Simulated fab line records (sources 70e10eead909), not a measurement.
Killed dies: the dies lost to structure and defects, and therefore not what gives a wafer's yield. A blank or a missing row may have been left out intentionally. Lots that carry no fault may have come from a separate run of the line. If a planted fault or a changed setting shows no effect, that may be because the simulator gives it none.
Which tool was responsible? || flow nand_harc || 18 wafers from 6 lots sampled at 3 of the route's 1302 steps

== WHAT EACH GAUGE READ, for each wafer ==
NHARC_A_ONON_D1_THK_MEAS_08: measures by ellipsometry.
{"lot": "L778", "measured": "day 8 20:38", "on": "film_metro-02", "thk_nm (nm)": "987 988 988"}
{"lot": "L781", "measured": "day 10 06:56", "on": "film_metro-02", "thk_nm (nm)": "971 970 970"}
{"lot": "L783", "measured": "day 11 03:07", "on": "film_metro-02", "thk_nm (nm)": "990 990 988"}
{"lot": "L785", "measured": "day 12 02:22", "on": "film_metro-02", "thk_nm (nm)": "979 979 980"}
{"lot": "L787", "measured": "day 13 01:22", "on": "film_metro-02", "thk_nm (nm)": "995 996 996"}
{"lot": "L795", "measured": "day 16 00:02", "on": "film_metro-01", "thk_nm (nm)": "1820 1818 1818"}

== WHICH TOOL RAN EACH LOT (tool, then ch and the chambers of the sampled wafers, then the start) ==
{"lot": "L778", "NHARC_P_M2_PRE_CLEAN_32": "pecvd-01 ch 0,1,2, day 7 13:21", "NHARC_A_ONON_D1_DEP_06": "pecvd_onon-04 ch 0, day 8 20:08"}
{"lot": "L781", "NHARC_P_M2_PRE_CLEAN_32": "pecvd-04 ch 0,1,2, day 9 01:47", "NHARC_A_ONON_D1_DEP_06": "pecvd_onon-02 ch 0, day 10 06:28"}
{"lot": "L783", "NHARC_P_M2_PRE_CLEAN_32": "pecvd-02 ch 0,2, day 9 20:16", "NHARC_A_ONON_D1_DEP_06": "pecvd_onon-01 ch 0, day 11 02:39"}
{"lot": "L785", "NHARC_P_M2_PRE_CLEAN_32": "pecvd-04 ch 0,1,2, day 10 22:09", "NHARC_A_ONON_D1_DEP_06": "pecvd_onon-04 ch 0, day 12 01:54"}
{"lot": "L787", "NHARC_P_M2_PRE_CLEAN_32": "pecvd-02 ch 0,2, day 11 17:53", "NHARC_A_ONON_D1_DEP_06": "pecvd_onon-01 ch 0, day 13 00:56"}
{"lot": "L795", "NHARC_P_M2_PRE_CLEAN_32": "pecvd-02 ch 0,1,2, day 14 20:31", "NHARC_A_ONON_D1_DEP_06": "pecvd_onon-04 ch 0, day 15 23:35"}
- NHARC_P_M2_PRE_CLEAN_32: time 12 s.
- NHARC_A_ONON_D1_DEP_06: target thk 1000 nm.

== THE ANSWER, worked out from the rows above alone ==
Rule: the lots themselves supply what counts as usual. Put in order of their means at a reading, lots are off if they are a third of the lots or fewer, leave a main group of 4 or more, and stand apart from it by a gap of 3 or more times the standard deviation of the main group's means; of several such gaps the widest counts. A main group is skipped when, at the precision printed for the reading in the tables above, its means are all equal. Also off: a lot with no number at a reading for which 4 or more lots have one. Where the step has rows for the other lots, those lots are counted as sound.
Off: L795, at NHARC_A_ONON_D1_THK_MEAS_08 (thk_nm). The main group: mean 984 nm, standard deviation 8.8.
If a tool, at a process step before that reading, ran all the lots that are off and no sound lot after the first of them, it fits. The gauges at NHARC_A_ONON_D1_THK_MEAS_08 are tried like those tools. Can't be told from this: 3 tools fit, pecvd-02 at NHARC_P_M2_PRE_CLEAN_32, pecvd_onon-04 at NHARC_A_ONON_D1_DEP_06, film_metro-01 at NHARC_A_ONON_D1_THK_MEAS_08.

== WHAT THE SIMULATOR HAD PUT IN ==
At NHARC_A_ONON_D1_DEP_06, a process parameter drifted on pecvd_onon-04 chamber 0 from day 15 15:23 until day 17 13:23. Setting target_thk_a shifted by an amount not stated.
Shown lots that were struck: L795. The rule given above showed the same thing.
